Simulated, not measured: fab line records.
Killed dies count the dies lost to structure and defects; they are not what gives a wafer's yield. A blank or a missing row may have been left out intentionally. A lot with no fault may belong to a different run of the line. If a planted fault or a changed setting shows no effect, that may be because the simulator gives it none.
Which tool is to blame?    flow n5_finfet    Sampling: 11 lots, 33 wafers, 3 of 1938 route steps

WHAT THE GAUGES READ, wafer by wafer
N5_BEOL_M12_OVL_MEAS_11.
lot   measured      on          V11_OVL (nm)
L380  day 12 06:31  overlay-01  -12 -10 -6
L383  day 13 00:47  overlay-01  1 -4 -1
L384  day 13 03:31  overlay-02  -10 2 -2
L385  day 13 04:07  overlay-01  0 0 0
L382  day 13 04:20  overlay-01  -5 0 -6
L388  day 13 11:08  overlay-01  -3 3 -8
L393  day 15 20:37  overlay-02  -8 -6 -7
L400  day 17 16:50  overlay-01  -6 0 2
L399  day 18 07:20  overlay-01  -3 -6 4
L398  day 18 08:00  overlay-02  0 -3 -4
L402  day 19 05:48  overlay-01  -4 -4 -6

WHAT TOOL EACH LOT RAN ON (gives the tool, then ch and the chambers of the sampled wafers, and finally the start)
lot   N5_BEOL_M11_ETCH_41                            N5_BEOL_M11_PRE_CLEAN_45
L380  rie_diel-04 ch 1,3, day 12 04:24 or earlier    pvd_sputter-02, day 12 04:24
L383  rie_diel-01 ch 0,1,3, day 12 22:40 or earlier  pvd_sputter-01, day 12 22:40
L384  rie_diel-04 ch 0,2, day 12 23:43 or earlier    pvd_sputter-01, day 12 23:43
L385  rie_diel-01 ch 0,1,3, day 13 02:01 or earlier  pvd_sputter-01, day 13 02:01
L382  rie_diel-02 ch 0,1,2, day 13 02:06 or earlier  pvd_sputter-01, day 13 02:06
L388  rie_diel-02 ch 1,3, day 13 08:58 or earlier    pvd_sputter-01, day 13 08:58
L393  rie_diel-04 ch 0,1,3, day 15 16:07 or earlier  pvd_sputter-03, day 15 16:07
L400  rie_diel-02 ch 0,1,2, day 17 14:43 or earlier  pvd_sputter-02, day 17 14:43
L399  rie_diel-04 ch 0,2, day 18 03:17 or earlier    pvd_sputter-02, day 18 03:17
L398  rie_diel-04 ch 0,1,2, day 18 05:44 or earlier  pvd_sputter-02, day 18 05:44
L402  rie_diel-04 ch 0,1,3, day 19 01:41 or earlier  pvd_sputter-02, day 19 01:41
- N5_BEOL_M11_ETCH_41: etches SiCN in CH3F/O2, target depth 42.6 nm, time 86 s.
- N5_BEOL_M11_PRE_CLEAN_45: time 30 s.

THE ANSWER, worked out from the rows above alone
Rule: what is usual is taken from the lots themselves. Put in order of their means at a reading, lots are off if they are a third of the lots or fewer, leave a main group of 4 or more, and stand apart from it by a gap of 3 or more times the standard deviation of the main group's means; of several such gaps the widest counts. A main group whose means are all the same, to the digits that the tables above print for the reading, isn't used. A lot without any number at a reading at which 4 lots or more have one is off too. All remaining lots with rows at the step are treated as sound.
None of the lots is off at any reading shown; this tells nothing.

WHAT HAD BEEN PUT IN BY THE SIMULATOR
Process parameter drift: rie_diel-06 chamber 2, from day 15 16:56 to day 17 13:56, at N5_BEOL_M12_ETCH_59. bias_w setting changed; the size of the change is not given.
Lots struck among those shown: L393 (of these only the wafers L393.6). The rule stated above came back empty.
